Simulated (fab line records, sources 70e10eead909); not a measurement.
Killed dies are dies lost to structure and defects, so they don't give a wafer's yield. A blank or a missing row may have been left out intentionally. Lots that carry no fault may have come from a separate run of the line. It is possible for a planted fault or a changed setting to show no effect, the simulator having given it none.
Problem report, 8D (eight disciplines) form, completed by code    flow nand harc    the parts of the form that need people (team, actions taken, sign-off) are left out

== 1. PROBLEM STATEMENT ==
Mean of heater power total W at NHARC_A_CHANNEL_HOLE_D2_SOFTBAKE_05: 322.97 W across 2 wafers in 2 lots; on wafers with no fault it is 188.46 W (standard deviation 0.14). That is +99 or more standard deviations from the usual mean.
The step: time 55 s.
The first sign was on wafer L418.1 at day 19 15:00, on litho track-04. The record holds 36 wafers of 12 lots with a number at this step. The rule behind "out" and "out of limits": a value lying over 4 standard deviations away from the usual mean. The other wafers with a number count as sound.

== 2. WHAT IT IS, WHAT IT ISN'T ==
question                     is                    is not
which readings at this step  heater power total W  -
which lots                   L418, L420            L403, L404, L405, L406, L407, L414, L415, L423, L424, L425
which wafers of those lots   L418.1, L420.5        L418.2, L418.3, L420.2, L420.4
read on which tools          litho track-04        litho track-01, litho track-06
when                         from day 19 15:00     up to then (23 sound wafers); but 11 sound wafers of L420, L423, L424, L425 came after

== 3. THE SUSPECTS, EACH WITH WHAT RULES IT OUT ==
Counting: if a tool at a process step up to the reading ran every lot that is out, it stays a suspect. Sound lots after the first of them don't rule it out here, since some wafers of a struck lot are sound.
- litho track-04 at NHARC_A_CHANNEL_HOLE_D2_SOFTBAKE_05 (time 55 s): kept. Ran every lot that is out, first one L418 (day 19 15:00); last sound lot up to then L414 (day 18 03:00). On those wafers its own readings are out: heater power total W.
After counting, what remains is litho track-04 at NHARC_A_CHANNEL_HOLE_D2_SOFTBAKE_05.

== 4. THE CAUSE (what the simulator had put in) ==
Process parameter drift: litho track-04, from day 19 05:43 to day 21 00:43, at NHARC_A_CHANNEL_HOLE_D2_SOFTBAKE_05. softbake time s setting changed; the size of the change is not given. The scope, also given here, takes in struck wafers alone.
Only this tool survived the counting.

== 5. SEQUENCE OF EFFECTS, ordered by route ==
Rows list readings where the struck wafers' mean (over those with a number) sits beyond 3 standard deviations from the usual. Only readings for which the record gives a usual standard deviation are gone through. hours: the time from each lot's start at the first step in this table that gives one to its start at this step, as a median over the lots. sigmas: the change in usual standard deviations.
hours  step                                 reading               usual     on struck wafers  change   sigmas
0      NHARC_A_CHANNEL_HOLE_D2_SOFTBAKE_05  heater power total W  188.46 W  322.97            +134.51  +99 or more
Here are the process steps it includes:
- NHARC_A_CHANNEL_HOLE_D2_SOFTBAKE_05: time 55 s.
Readings that are blank on the struck wafers while sound wafers have them: plate temp C at NHARC_A_CHANNEL_HOLE_D2_SOFTBAKE_05.

== 6. WHAT WOULD HAVE CAUGHT IT SOONER ==
In this record no reading fell out of limits until day 19 15:00, 9 hours after the fault had begun at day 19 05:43.
